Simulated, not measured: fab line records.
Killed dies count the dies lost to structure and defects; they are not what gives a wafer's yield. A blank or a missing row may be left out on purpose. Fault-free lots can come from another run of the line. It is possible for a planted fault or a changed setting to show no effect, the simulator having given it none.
Chamber matching -- flow n5 finfet -- ald metal-03 running N5_HKMG_FIN_ALD_36: 4 sister chambers
The step deposits TiN, target thk 1 nm, pulse time 1 s, purge time 3 s. 8 wafers are shown with their chamber, then 7 later ones without.

## WAFERS WITH THEIR CHAMBER
wafer,chamber,heater power w (W),precursor pulse height rel
L078.4,2,762,0.990
L078.5,3,886,0.991
L079.4,2,765,0.956
L079.6,0,1143,0.984
L084.2,0,1157,1.018
L084.5,1,952,0.963
L085.2,1,964,0.989
L085.4,3,865,0.981

## WAFERS MISSING THEIR CHAMBER
wafer,heater power w (W),precursor pulse height rel
L085.6,882,0.999
L089.1,763,1.034
L089.3,1123,1.033
L089.5,774,1.022
L094.1,790,1.021
L094.2,1125,0.956
L094.5,975,0.972

## WHICH CHAMBER EACH WENT THROUGH
wafer,from the rows above,in truth
L085.6,3,3
L089.1,2,2
L089.3,0,0
L089.5,2,2
L094.1,2,2
L094.2,0,0
L094.5,1,1
Correct placement for 7 of the 7. Can't be placed from these rows: 0. Wrongly placed: 0.
How it was worked out, from the rows above alone: a wafer's distance from a chamber is the root of the sum, over the readings, of the square of ((its reading less the chamber's mean) divided by the reading's scatter). The wafer belongs to the nearest chamber; if the next one is less than 2 further off, it can't be placed. The mean given for a chamber averages the wafers shown for that chamber. The scatter: the root of (the sum of the squares of (reading less its chamber's mean) over the shown wafers, divided by (wafers less chambers)).
